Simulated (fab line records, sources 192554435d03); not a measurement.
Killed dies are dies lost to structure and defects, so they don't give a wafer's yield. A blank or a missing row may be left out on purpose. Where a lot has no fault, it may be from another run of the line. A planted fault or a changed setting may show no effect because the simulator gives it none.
fab line records | flow n5-finfet | part 1 of 2: steps 1 to 23 of 39
[record] lots = 5 | wafers = 15 | last-day = 17
route steps=1938 shown BEOL_M13@1710 BEOL_M14@1716
lots untouched by any fault: they come from a run of this same line in which no faults occurred
start-h: hours from the record's first day to the start of the lot's first wafer shown | wait-h: hours since the lot's step before | " unchanged from the row above | L1.1+2: a row that stands for several wafers | - no value, or no start was given | * or withheld: withheld | < > ~ a bound
route shown NAME@n: NAME is a module with steps in the file, n the number in the route of the first one | usual: the fault-free wafers' mean and standard deviation | same: alike in all rows | chamber/n: place in a boat | sites: readings site by site | _std_site: how widely they spread, as a standard deviation | _edge_site: the outer-site mean with the inner-site mean subtracted | radius-mm: how far each site lies from the wafer's centre | mask NAME#n: copy n | behind: the tool/chamber that last shaped the wafer | hold: what put the lot on hold/how long, in hours/how the hold closed | device: transistor that didn't switch, given as n, p or np | end of line: the route-end tests of the same wafers | step lacking rows: just its recipe | killed: the dies lost at the first sort to structure and to defects; this is not the yield of the wafer | map: dies across one wafer; x = killed, . = not, _ = none there
set.NAME: the setting that was run; set.NAME@STEP: the one run at that earlier step | model.NAME: the simulator's own value behind a step, which no gauge read
a table for each step, a row for each wafer; lots at some steps of the route
services: when a tool's chamber went out of use (start-h, in hours from the record's first day, below 0 if earlier), for how many hours, and the reason
[[steps]]
[step N5_BEOL_M13_CMP_49]
[recipe] stop-on = SiOC | t-overpolish-s = 17.1 | down-force-psi = 1 | platen-rpm = 50 | clearing-platen-down-force-psi = 1.5 | clearing-platen-rpm = 50 | post-cmp-clean = cu-alkaline | target-thk-nm = 420 | clearing-platen-pad-velocity-m-s = 0.99484 | pad-velocity-m-s = 0.99484
[usual] barrier-field-endpoint-s = 30.7/1.1 | clearing-platen-down-force-psi = 1.4999/0.0029 | motor-current-A = 6.2/0.42 | overpolish-run-s = 17.099/0.0089
lot.wafer | tool   | chamber | start-h | wait-h | barrier-field-endpoint-s | clearing-platen-down-force-psi | motor-current-A | overpolish-run-s
L078.3    | cmp-04 | 2       | 257.38  | 0.2    | 29.6                     | 1.4962                         | 6.6             | 17.094
L078.4    | "      | 0       | "       | "      | 30.4                     | 1.4977                         | 6.1             | 17.104
L078.5    | "      | 2       | "       | "      | 28.6                     | 1.4964                         | 6.3             | 17.099
L086.4    | cmp-02 | 0       | 300.64  | 0.3    | 30.3                     | 1.4975                         | 6.2             | 17.093
L086.3    | "      | 3       | "       | "      | 29.7                     | 1.4990                         | 6.0             | 17.113
L086.6    | "      | 0       | "       | "      | 29.8                     | 1.4995                         | 6.1             | 17.104
L087.2    | cmp-04 | 1       | 317.68  | 0.2    | 32.3                     | 1.5024                         | 6.4             | 17.095
L087.3    | "      | 0       | "       | "      | 29.9                     | 1.4992                         | 5.7             | 17.114
L087.5    | "      | 1       | "       | "      | 31.9                     | 1.4990                         | 6.4             | 17.106
L090.3    | cmp-02 | 3       | 339.23  | 0.2    | 29.4                     | 1.4964                         | 6.1             | 17.114
L090.1    | "      | 0       | "       | "      | 29.0                     | 1.4949                         | 6.4             | 17.077
L090.4    | "      | 1       | "       | "      | 31.3                     | 1.5055                         | 6.3             | 17.104
L095.2    | cmp-02 | 2       | 372.35  | 0.3    | 31.4                     | 1.5010                         | 6.2             | 17.115
L095.1    | "      | 3       | "       | "      | 29.7                     | 1.4997                         | 6.3             | 17.101
L095.6    | "      | 0       | "       | "      | 30.6                     | 1.5064                         | 6.3             | 17.101
[step N5_BEOL_M13_THK_MEAS_50]
[recipe] thk-meas-gauge = xrf | reads = Cu_of_BEOL_M13_ECD_47
[usual] M13_THK = 425/8.7
lot.wafer | tool          | chamber | start-h | wait-h | M13_THK[nm]
L078.3    | film-metro-01 | -       | 257.64  | -      | 430
L078.4    | "             | -       | "       | "      | 421
L078.5    | "             | -       | "       | "      | 415
L086.3    | film-metro-01 | -       | 300.93  | -      | 417
L086.4    | "             | -       | "       | "      | 411
L086.6    | "             | -       | "       | "      | 417
L087.2    | film-metro-01 | -       | 317.98  | -      | 422
L087.3    | "             | -       | "       | "      | 417
L087.5    | "             | -       | "       | "      | 420
L090.1    | film-metro-01 | -       | 339.53  | -      | 434
L090.3    | "             | -       | "       | "      | 430
L090.4    | "             | -       | "       | "      | 433
L095.1    | film-metro-02 | -       | 372.57  | -      | 425
L095.2    | "             | -       | "       | "      | 424
L095.6    | "             | -       | "       | "      | 419
[step N5_BEOL_M13_PRE_CLEAN_52]
[recipe] gas = NH3 | time-s = 15 | temp-c = withheld | rf-power-w = 300
lot.wafer  | tool     | chamber | start-h | wait-h
L078.3+4+5 | pecvd-02 | 1,2,0   | 257.68  | 0.0
L086.3+4+6 | pecvd-02 | 1,2,0   | 300.97  | 0.0
L087.2+3+5 | pecvd-01 | 0,1,2   | 318.02  | 0.0
L090.1+3+4 | pecvd-01 | 1,0,0   | 339.57  | 0.0
L095.1+2+6 | pecvd-02 | 2,0,0   | 372.60  | 0.0
[step N5_BEOL_M13_DEP_53]
[recipe] material = SiCN | target-thk-a = 500 | temp-c = withheld | precursor = 3MS/NH3 | pressure-torr = 3 | rf-w = 675 | time-s = 17.8
[usual] showerhead-plenum-p-Torr = 4.156/0.012 | throttle-valve-pct = 18.5/1.2
lot.wafer | tool     | chamber | start-h | wait-h | showerhead-plenum-p-Torr | throttle-valve-pct
L078.3    | pecvd-02 | 1       | 257.70  | 0.0    | 4.148                    | 18.2
L078.4    | "        | 2       | "       | "      | 4.166                    | 18.7
L078.5    | "        | 0       | "       | "      | 4.166                    | 20.8
L086.3    | pecvd-02 | 1       | 300.99  | 0.0    | 4.152                    | 18.7
L086.4    | "        | 2       | "       | "      | 4.170                    | 18.8
L086.6    | "        | 0       | "       | "      | 4.172                    | 20.7
L087.2    | pecvd-01 | 0       | 318.04  | 0.0    | 4.167                    | 17.8
L087.3    | "        | 1       | "       | "      | 4.165                    | 16.8
L087.5    | "        | 2       | "       | "      | 4.143                    | 18.4
L090.1    | pecvd-01 | 1       | 339.59  | 0.0    | 4.167                    | 16.7
L090.3    | "        | 0       | "       | "      | 4.150                    | 17.6
L090.4    | "        | 0       | "       | "      | 4.156                    | 17.6
L095.1    | pecvd-02 | 2       | 372.63  | 0.0    | 4.157                    | 19.0
L095.2    | "        | 0       | "       | "      | 4.158                    | 20.8
L095.6    | "        | 0       | "       | "      | 4.157                    | 20.7
[step N5_BEOL_M13_RS_MEAS_54]
[recipe] thk-meas-gauge = four-point-probe | reads = Cu_of_BEOL_M13_ECD_47+Ta_of_BEOL_M13_SPUTTER_44+TaN_of_BEOL_M13_SPUTTER_43
[usual] M13_RS = 0.0448/0.00088
lot.wafer | tool          | chamber | start-h | wait-h | M13_RS[ohm/sq]
L078.3    | film-metro-01 | -       | 257.77  | 0.1    | 0.0447
L078.4    | "             | -       | "       | "      | 0.0457
L078.5    | "             | -       | "       | "      | 0.0463
L086.3    | film-metro-01 | -       | 301.06  | 0.1    | 0.0455
L086.4    | "             | -       | "       | "      | 0.0464
L086.6    | "             | -       | "       | "      | 0.0455
L087.2    | film-metro-01 | -       | 318.11  | 0.1    | 0.0446
L087.3    | "             | -       | "       | "      | 0.0453
L087.5    | "             | -       | "       | "      | 0.0449
L090.1    | film-metro-01 | -       | 339.66  | 0.0    | 0.0439
L090.3    | "             | -       | "       | "      | 0.0442
L090.4    | "             | -       | "       | "      | 0.0439
L095.1    | film-metro-02 | -       | 372.70  | 0.0    | 0.0444
L095.2    | "             | -       | "       | "      | 0.0444
L095.6    | "             | -       | "       | "      | 0.0448
[step N5_BEOL_M13_INSPECT_55]
[recipe] inspect-instrument = darkfield | mode = post-dep
[usual] raw-defect-count = 66/23
lot.wafer | tool              | chamber | start-h | wait-h | raw-defect-count
L078.3    | defect-inspect-02 | -       | 257.79  | 0.0    | 153
L078.4    | "                 | -       | "       | "      | 49
L078.5    | "                 | -       | "       | "      | 63
L086.3    | defect-inspect-02 | -       | 301.09  | 0.0    | 79
L086.4    | "                 | -       | "       | "      | 100
L086.6    | "                 | -       | "       | "      | 76
L087.2    | defect-inspect-01 | -       | 318.14  | 0.0    | 49
L087.3    | "                 | -       | "       | "      | 81
L087.5    | "                 | -       | "       | "      | 62
L090.1    | defect-inspect-01 | -       | 339.68  | 0.0    | 54
L090.3    | "                 | -       | "       | "      | 54
L090.4    | "                 | -       | "       | "      | 41
L095.1    | defect-inspect-02 | -       | 372.72  | 0.0    | 67
L095.2    | "                 | -       | "       | "      | 40
L095.6    | "                 | -       | "       | "      | 35
[step N5_BEOL_M14_ILD_DEP_00]
[recipe] material = SiO2 | target-thk-a = 11193 | temp-c = 400 | precursor = TEOS/O2 | pressure-torr = 6.5 | rf-w = 900 | teos-flow-sccm = 161.4 | gas = O2 | flow-sccm = 2650 | time-s = 237.4
[usual] heater-power-w = 504/110 | showerhead-plenum-p-Torr = 8.337/0.029 | throttle-valve-pct = 18.6/1.2
lot.wafer | tool     | chamber | start-h | wait-h | heater-power-w | showerhead-plenum-p-Torr | throttle-valve-pct
L078.3    | pecvd-04 | 2       | 257.83  | 0.0    | 553            | 8.386                    | 17.7
L078.4    | "        | 1       | "       | "      | 389            | 8.300                    | 18.9
L078.5    | "        | 2       | "       | "      | 445            | 8.373                    | 17.7
L086.3    | pecvd-03 | 2       | 301.12  | 0.0    | 383            | 8.363                    | 17.7
L086.4    | "        | 2       | "       | "      | 442            | 8.373                    | 17.9
L086.6    | "        | 1       | "       | "      | 472            | 8.298                    | 21.2
L087.2    | pecvd-03 | 2       | 318.17  | 0.0    | 430            | 8.372                    | 18.0
L087.3    | "        | 0       | "       | "      | 473            | 8.331                    | 19.0
L087.5    | "        | 2       | "       | "      | 475            | 8.366                    | 18.1
L090.1    | pecvd-01 | 2       | 339.72  | 0.0    | 626            | 8.339                    | 19.0
L090.3    | "        | 1       | "       | "      | 591            | 8.344                    | 17.5
L090.4    | "        | 2       | "       | "      | 498            | 8.331                    | 19.0
L095.1    | pecvd-01 | 1       | 372.76  | 0.0    | 609            | 8.334                    | 17.4
L095.2    | "        | 0       | "       | "      | 633            | 8.319                    | 18.1
L095.6    | "        | 1       | "       | "      | 451            | 8.347                    | 17.3
[step N5_BEOL_M14_THK_MEAS_01]
[recipe] reads = SiO2_of_BEOL_M14_ILD_DEP_00
[usual] M14_ILD_THK = 1118/18
lot.wafer | tool          | chamber | start-h | wait-h | M14_ILD_THK[nm]
L078.3    | film-metro-01 | -       | 258.02  | 0.1    | 1097
L078.4    | "             | -       | "       | "      | 1095
L078.5    | "             | -       | "       | "      | 1115
L086.3    | film-metro-01 | -       | 301.31  | 0.1    | 1121
L086.4    | "             | -       | "       | "      | 1142
L086.6    | "             | -       | "       | "      | 1102
L087.2    | film-metro-01 | -       | 318.36  | 0.1    | 1126
L087.3    | "             | -       | "       | "      | 1129
L087.5    | "             | -       | "       | "      | 1148
L090.1    | film-metro-01 | -       | 339.91  | 0.1    | 1103
L090.3    | "             | -       | "       | "      | 1127
L090.4    | "             | -       | "       | "      | 1136
L095.1    | film-metro-02 | -       | 372.95  | 0.1    | 1113
L095.2    | "             | -       | "       | "      | 1100
L095.6    | "             | -       | "       | "      | 1136
[step N5_BEOL_M14_COAT_58]
[recipe] resist = BARC | temp-c = 205 | time-s = 60 | spin-rpm = 1500 | resist-thk-nm = 89
lot.wafer  | tool           | chamber | start-h | wait-h
L078.3+4+5 | litho-track-03 | 0       | 258.05  | 0.0
L086.3+4+6 | litho-track-01 | 0       | 301.34  | 0.0
L087.2+3+5 | litho-track-05 | 0       | 318.39  | 0.0
L090.1+3+4 | litho-track-01 | 0       | 339.94  | 0.0
L095.1+2+6 | litho-track-01 | 0       | 372.98  | 0.0
[step N5_BEOL_M14_COAT_04]
[recipe] spin-rpm = 1704 | resist-thk-nm = 800
lot.wafer  | tool           | chamber | start-h | wait-h
L078.3+4+5 | litho-track-03 | 0       | -       | -
L086.3+4+6 | litho-track-01 | 0       | -       | -
L087.2+3+5 | litho-track-05 | 0       | -       | -
L090.1+3+4 | litho-track-01 | 0       | -       | -
L095.1+2+6 | litho-track-01 | 0       | -       | -
[step N5_BEOL_M14_EBR_06]
[recipe] solvent = PGMEA | ebr-width-mm = 1.5
lot.wafer  | tool           | chamber | start-h | wait-h
L078.3+4+5 | litho-track-03 | 0       | -       | -
L086.3+4+6 | litho-track-01 | 0       | -       | -
L087.2+3+5 | litho-track-05 | 0       | -       | -
L090.1+3+4 | litho-track-01 | 0       | -       | -
L095.1+2+6 | litho-track-01 | 0       | -       | -
[step N5_BEOL_M14_SOFTBAKE_05]
[recipe] temp-c = 130 | time-s = 60
lot.wafer  | tool           | chamber | start-h | wait-h
L078.3+4+5 | litho-track-03 | 0       | -       | -
L086.3+4+6 | litho-track-01 | 0       | -       | -
L087.2+3+5 | litho-track-05 | 0       | -       | -
L090.1+3+4 | litho-track-01 | 0       | -       | -
L095.1+2+6 | litho-track-01 | 0       | -       | -
[step N5_BEOL_M14_EXPOSE_07]
[recipe] mask-id = V13 | na = 0.8 | source-shape = annular | sigma-inner = 0.5 | sigma-outer = 0.8 | polarization = unpolarized | attpsm-phase-deg = 180 | dose-mj = 57
[same] na = 0.8
lot.wafer  | tool           | chamber | start-h | wait-h | mask
L078.3+4+5 | krf-scanner-02 | 0       | 258.16  | -      | V13#0
L086.3+4+6 | krf-scanner-01 | 0       | 301.46  | -      | V13#0
L087.2+3+5 | krf-scanner-01 | 0       | 318.50  | -      | V13#0
L090.1+3+4 | krf-scanner-01 | 0       | 340.04  | -      | V13#0
L095.1+2+6 | krf-scanner-01 | 0       | 373.20  | -      | V13#0
[step N5_BEOL_M14_PEB_08]
[recipe] peb-temp-c = 130 | peb-time-s = 90
lot.wafer  | tool           | chamber | start-h | wait-h
L078.3+4+5 | litho-track-01 | 0       | 258.21  | 0.0
L086.3+4+6 | litho-track-01 | 0       | 301.50  | 0.0
L087.2+3+5 | litho-track-05 | 0       | 318.55  | 0.0
L090.1+3+4 | litho-track-05 | 0       | 340.10  | 0.1
L095.1+2+6 | litho-track-05 | 0       | 373.26  | 0.1
[step N5_BEOL_M14_DEVELOP_09]
[recipe] develop-time-s = 45 | rinse-liquid = diw | dry = air-spin | dev-temp-c = 21
lot.wafer  | tool           | chamber | start-h | wait-h
L078.3+4+5 | litho-track-01 | 0       | -       | -
L086.3+4+6 | litho-track-01 | 0       | -       | -
L087.2+3+5 | litho-track-05 | 0       | -       | -
L090.1+3+4 | litho-track-05 | 0       | -       | -
L095.1+2+6 | litho-track-05 | 0       | -       | -
[step N5_BEOL_M14_HARDBAKE_14]
[recipe] temp-c = 130 | time-s = 120
lot.wafer  | tool           | chamber | start-h | wait-h
L078.3+4+5 | litho-track-01 | 0       | -       | -
L086.3+4+6 | litho-track-01 | 0       | -       | -
L087.2+3+5 | litho-track-05 | 0       | -       | -
L090.1+3+4 | litho-track-05 | 0       | -       | -
L095.1+2+6 | litho-track-05 | 0       | -       | -
[step N5_BEOL_M14_CD_MEAS_10]
[recipe] target-cd-nm = 250 | landing-energy-ev = 500 | detector = se-inlens | polarity = opening
[usual] cd-nm = 248.8/2.6
lot.wafer | tool      | chamber | start-h | wait-h | cd-nm
L078.3    | cd-sem-01 | 0       | 258.33  | -      | 253.7
L078.4    | "         | 0       | "       | "      | 251.2
L078.5    | "         | 0       | "       | "      | 250.0
L086.3    | cd-sem-02 | 0       | 301.62  | -      | 252.3
L086.4    | "         | 0       | "       | "      | 250.0
L086.6    | "         | 0       | "       | "      | 253.9
L087.2    | cd-sem-03 | 0       | 318.67  | -      | 249.6
L087.3    | "         | 0       | "       | "      | 251.3
L087.5    | "         | 0       | "       | "      | 249.0
L090.1    | cd-sem-01 | 0       | 340.22  | -      | 248.4
L090.3    | "         | 0       | "       | "      | 248.4
L090.4    | "         | 0       | "       | "      | 245.6
L095.1    | cd-sem-03 | 0       | 373.38  | -      | 246.2
L095.2    | "         | 0       | "       | "      | 248.4
L095.6    | "         | 0       | "       | "      | 247.1
[step N5_BEOL_M14_OVL_MEAS_11]
[recipe] points-per-wafer = 44
[usual] V13_OVL = 2/5.5
lot.wafer | tool       | chamber | start-h | wait-h | V13_OVL[nm]
L078.3    | overlay-01 | 0       | 258.36  | 0.0    | -2
L078.4    | "          | 0       | "       | "      | 7
L078.5    | "          | 0       | "       | "      | -3
L086.3    | overlay-02 | 0       | 301.65  | 0.0    | 10
L086.4    | "          | 0       | "       | "      | 5
L086.6    | "          | 0       | "       | "      | 5
L087.2    | overlay-01 | 0       | 318.70  | 0.0    | -13
L087.3    | "          | 0       | "       | "      | -2
L087.5    | "          | 0       | "       | "      | 2
L090.1    | overlay-02 | 0       | 340.25  | 0.0    | -3
L090.3    | "          | 0       | "       | "      | 7
L090.4    | "          | 0       | "       | "      | 4
L095.1    | overlay-01 | 0       | 373.41  | 0.0    | 4
L095.2    | "          | 0       | "       | "      | 0
L095.6    | "          | 0       | "       | "      | 0
[step N5_BEOL_M14_INSPECT_12]
[recipe] mode = adi | inspect-instrument = macro
[usual] raw-defect-count = 1.9/1.4
lot.wafer | tool              | chamber | start-h | wait-h | raw-defect-count
L078.3    | defect-inspect-01 | -       | 258.38  | 0.0    | 4
L078.4    | "                 | -       | "       | "      | 4
L078.5    | "                 | -       | "       | "      | 3
L086.3    | defect-inspect-01 | -       | 301.67  | 0.0    | 1
L086.4    | "                 | -       | "       | "      | 1
L086.6    | "                 | -       | "       | "      | 3
L087.2    | defect-inspect-01 | -       | 318.72  | 0.0    | 1
L087.3    | "                 | -       | "       | "      | 2
L087.5    | "                 | -       | "       | "      | 2
L090.1    | defect-inspect-01 | -       | 340.27  | 0.0    | 0
L090.3    | "                 | -       | "       | "      | 0
L090.4    | "                 | -       | "       | "      | 2
L095.1    | defect-inspect-01 | -       | 373.43  | 0.0    | 2
L095.2    | "                 | -       | "       | "      | 2
L095.6    | "                 | -       | "       | "      | 1
[step N5_BEOL_M14_DESCUM_15]
[recipe] chemistry = O2 | time-s = 7.9 | source-power-w = 50 | bias-power-w = 20 | pressure-mtorr = 20 | rf-frequency-hz = 2.712e+07 | temp-c = 40 | o2-flow-sccm = 225
[usual] drypump-motor-current-A = 5.4/0.58 | oes-product-au = 0.80/0.093 | rf-vpp-V = 242.7/1.4 | showerhead-plenum-p-Torr = 2.06/0.076 | throttle-valve-pct = 20.33/0.23
lot.wafer | tool        | chamber | start-h | wait-h | drypump-motor-current-A | oes-product-au | rf-hours-counter-h | rf-vpp-V | showerhead-plenum-p-Torr | throttle-valve-pct
L078.3    | rie-diel-05 | 3       | 258.53  | 0.1    | 4.9                     | 0.71           | 214                | 242.6    | 2.00                     | 20.65
L078.4    | "           | 3       | "       | "      | 4.9                     | 0.71           | -                  | 239.8    | 2.00                     | 20.67
L078.5    | "           | 2       | "       | "      | 5.2                     | 0.80           | -                  | 244.1    | 2.12                     | 20.13
L086.3    | rie-diel-05 | 0       | 301.72  | 0.0    | 5.9                     | 0.84           | 52                 | 242.6    | 2.02                     | 19.96
L086.4    | "           | 1       | "       | "      | 6.5                     | 0.70           | -                  | 240.9    | 1.99                     | 20.51
L086.6    | "           | 3       | "       | "      | 4.9                     | 0.70           | -                  | 240.7    | 1.99                     | 20.68
L087.2    | rie-diel-05 | 0       | 318.85  | 0.1    | 5.9                     | 0.84           | 60                 | 241.7    | 2.02                     | 19.97
L087.3    | "           | 1       | "       | "      | 6.4                     | 0.71           | 211                | 241.2    | 1.98                     | 20.51
L087.5    | "           | 0       | "       | "      | 5.9                     | 0.84           | -                  | 242.7    | 2.02                     | 19.96
L090.1    | rie-diel-01 | 2       | 340.31  | 0.0    | 6.3                     | 0.87           | 43                 | 241.2    | 2.02                     | 20.17
L090.3    | "           | 3       | "       | "      | 4.9                     | 0.87           | 49                 | 242.7    | 2.05                     | 20.18
L090.4    | "           | 0       | "       | "      | 4.9                     | 0.83           | 72                 | 242.4    | 2.03                     | 20.33
L095.1    | rie-diel-05 | 1       | 373.47  | 0.0    | 6.4                     | 0.69           | 229                | 241.7    | 1.98                     | 20.56
L095.2    | "           | 2       | "       | "      | 5.2                     | 0.77           | 126                | 242.9    | 2.11                     | 20.19
L095.6    | "           | 0       | "       | "      | 5.9                     | 0.82           | -                  | 243.6    | 2.01                     | 19.99
[step N5_BEOL_M14_ETCH_59]
[recipe] chemistry = N2/H2 | target = BARC | target-depth-a = 890 | overetch-a = 267 | time-s = 67.9 | ion-energy-ev = 200 | pressure-mtorr = 30 | source-w = 840 | bias-w = 150 | n2-flow-sccm = 200 | h2-flow-sccm = 200
[usual] drypump-motor-current-A = 5.4/0.58 | h2-flow-sccm = 200.0/0.57 | oes-product-au = 0.69/0.074 | rf-vpp-V = 522.7/2.6 | showerhead-plenum-p-Torr = 2.51/0.082 | throttle-valve-pct = 17.80/0.24
lot.wafer | tool        | chamber | start-h | wait-h | drypump-motor-current-A | h2-flow-sccm | oes-product-au | rf-hours-counter-h | rf-vpp-V | showerhead-plenum-p-Torr | throttle-valve-pct
L078.3    | rie-diel-05 | 3       | 258.56  | 0.0    | 4.9                     | 198.6        | 0.61           | 214                | 519.0    | 2.41                     | 18.00
L078.4    | "           | 3       | "       | "      | 4.9                     | 200.0        | 0.61           | -                  | 520.2    | 2.41                     | 17.99
L078.5    | "           | 2       | "       | "      | 5.2                     | 200.1        | 0.68           | -                  | 524.5    | 2.55                     | 17.39
L086.3    | rie-diel-05 | 0       | 301.75  | 0.0    | 5.9                     | 199.7        | 0.73           | 52                 | 521.4    | 2.49                     | 17.56
L086.4    | "           | 1       | "       | "      | 6.4                     | 199.8        | 0.63           | -                  | 520.9    | 2.44                     | 18.13
L086.6    | "           | 3       | "       | "      | 4.9                     | 198.6        | 0.60           | -                  | 519.4    | 2.41                     | 18.01
L087.2    | rie-diel-05 | 0       | 318.88  | 0.0    | 5.9                     | 198.8        | 0.72           | 60                 | 522.1    | 2.49                     | 17.59
L087.3    | "           | 1       | "       | "      | 6.4                     | 200.4        | 0.62           | 211                | 521.3    | 2.44                     | 18.15
L087.5    | "           | 0       | "       | "      | 5.9                     | 200.0        | 0.72           | -                  | 520.6    | 2.49                     | 17.60
L090.1    | rie-diel-01 | 2       | 340.34  | 0.0    | 6.3                     | 199.3        | 0.74           | 43                 | 522.1    | 2.49                     | 17.76
L090.3    | "           | 3       | "       | "      | 4.9                     | 200.8        | 0.74           | 49                 | 522.5    | 2.49                     | 17.55
L090.4    | "           | 0       | "       | "      | 4.9                     | 200.3        | 0.72           | 72                 | 521.7    | 2.44                     | 17.62
L095.1    | rie-diel-05 | 1       | 373.50  | 0.0    | 6.4                     | 199.9        | 0.61           | 229                | 520.2    | 2.43                     | 18.16
L095.2    | "           | 2       | "       | "      | 5.2                     | 199.6        | 0.66           | 126                | 523.0    | 2.54                     | 17.45
L095.6    | "           | 0       | "       | "      | 5.9                     | 199.5        | 0.70           | -                  | 522.1    | 2.48                     | 17.62
[step N5_BEOL_M14_VIA_ETCH_16]
[recipe] chemistry = C4F8/O2/Ar | target = SiO2 | he-inner-torr = 15 | he-outer-torr = 30 | target-depth-a = 12313 | time-s = withheld | ion-energy-ev = 800 | pressure-mtorr = 20 | source-w = 1905 | bias-w = 2040 | Ar_flow_sccm = 400 | C4F8_flow_sccm = 16 | O2_flow_sccm = 12 | ends = cleared
[usual] drypump-motor-current-A = 5.4/0.58 | oes-product-au = 0.72/0.083 | rf-vpp-V = 2231/57 | showerhead-plenum-p-Torr = 3.39/0.11 | throttle-valve-pct = 30.8/0.36
lot.wafer | tool        | chamber | start-h | wait-h | drypump-motor-current-A | oes-product-au | rf-vpp-V | showerhead-plenum-p-Torr | throttle-valve-pct
L078.3    | rie-diel-05 | 3       | 258.62  | 0.0    | 4.8                     | 0.64           | 2140     | 3.29                     | 31.1
L078.4    | "           | 3       | "       | "      | 4.8                     | 0.64           | 2141     | 3.29                     | 31.0
L078.5    | "           | 2       | "       | "      | 5.2                     | 0.72           | 2239     | 3.48                     | 30.6
L086.3    | rie-diel-05 | 0       | 301.80  | 0.0    | 5.9                     | 0.78           | 2242     | 3.34                     | 30.3
L086.4    | "           | 1       | "       | "      | 6.4                     | 0.65           | 2238     | 3.30                     | 31.1
L086.6    | "           | 3       | "       | "      | 4.9                     | 0.64           | 2139     | 3.28                     | 31.1
L087.2    | rie-diel-05 | 0       | 318.94  | 0.0    | 5.9                     | 0.77           | 2241     | 3.33                     | 30.3
L087.3    | "           | 1       | "       | "      | 6.4                     | 0.64           | 2237     | 3.30                     | 31.1
L087.5    | "           | 0       | "       | "      | 5.9                     | 0.77           | 2241     | 3.33                     | 30.3
L090.1    | rie-diel-01 | 2       | 340.39  | 0.0    | 6.3                     | 0.76           | 2170     | 3.34                     | 30.6
L090.3    | "           | 3       | "       | "      | 4.9                     | 0.77           | 2231     | 3.32                     | 30.3
L090.4    | "           | 0       | "       | "      | 4.9                     | 0.76           | 2309     | 3.37                     | 31.1
L095.1    | rie-diel-05 | 1       | 373.55  | 0.0    | 6.5                     | 0.63           | 2237     | 3.29                     | 31.1
L095.2    | "           | 2       | "       | "      | 5.2                     | 0.70           | 2237     | 3.46                     | 30.6
L095.6    | "           | 0       | "       | "      | 6.0                     | 0.74           | 2240     | 3.32                     | 30.4
[step N5_BEOL_M14_STRIP_63]
[recipe] chemistry = O2 | power-w = 600 | temp-c = 60 | pressure-mtorr = 30 | rf-frequency-hz = 6e+07 | bias-power-w = 0 | overash-fraction = 0.3 | o2-flow-sccm = 225
[usual] drypump-motor-current-A = 5.4/0.58 | oes-product-au = 0.80/0.092 | rf-vpp-V = 3.7/0.92 | showerhead-plenum-p-Torr = 2.06/0.075 | throttle-valve-pct = 16.57/0.23
lot.wafer | tool        | chamber | start-h | wait-h | drypump-motor-current-A | oes-product-au | rf-hours-counter-h | rf-vpp-V | showerhead-plenum-p-Torr | throttle-valve-pct
L078.3    | rie-diel-05 | 3       | -       | -      | 4.9                     | 0.72           | 215                | 4.0      | 2.00                     | 16.91
L078.4    | "           | 3       | "       | "      | 4.9                     | 0.72           | -                  | 3.9      | 2.00                     | 16.90
L078.5    | "           | 2       | "       | "      | 5.2                     | 0.79           | -                  | 2.8      | 2.13                     | 16.38
L086.3    | rie-diel-05 | 0       | -       | -      | 5.9                     | 0.85           | 52                 | 4.1      | 2.03                     | 16.27
L086.4    | "           | 1       | "       | "      | 6.4                     | 0.72           | -                  | 5.1      | 1.99                     | 16.73
L086.6    | "           | 3       | "       | "      | 4.9                     | 0.71           | -                  | 3.8      | 2.00                     | 16.92
L087.2    | rie-diel-05 | 0       | -       | -      | 5.9                     | 0.85           | 60                 | 2.9      | 2.03                     | 16.23
L087.3    | "           | 1       | "       | "      | 6.4                     | 0.72           | 211                | 3.7      | 1.99                     | 16.75
L087.5    | "           | 0       | "       | "      | 6.0                     | 0.85           | -                  | 4.6      | 2.02                     | 16.26
L090.1    | rie-diel-01 | 2       | -       | -      | 6.3                     | 0.88           | 43                 | 5.3      | 2.03                     | 16.41
L090.3    | "           | 3       | "       | "      | 4.9                     | 0.86           | 49                 | 2.7      | 2.06                     | 16.37
L090.4    | "           | 0       | "       | "      | 4.9                     | 0.84           | 72                 | 4.4      | 2.03                     | 16.54
L095.1    | rie-diel-05 | 1       | -       | -      | 6.4                     | 0.70           | 230                | 3.6      | 1.98                     | 16.80
L095.2    | "           | 2       | "       | "      | 5.2                     | 0.78           | 126                | 4.7      | 2.11                     | 16.42
L095.6    | "           | 0       | "       | "      | 6.0                     | 0.83           | -                  | 4.4      | 2.02                     | 16.29
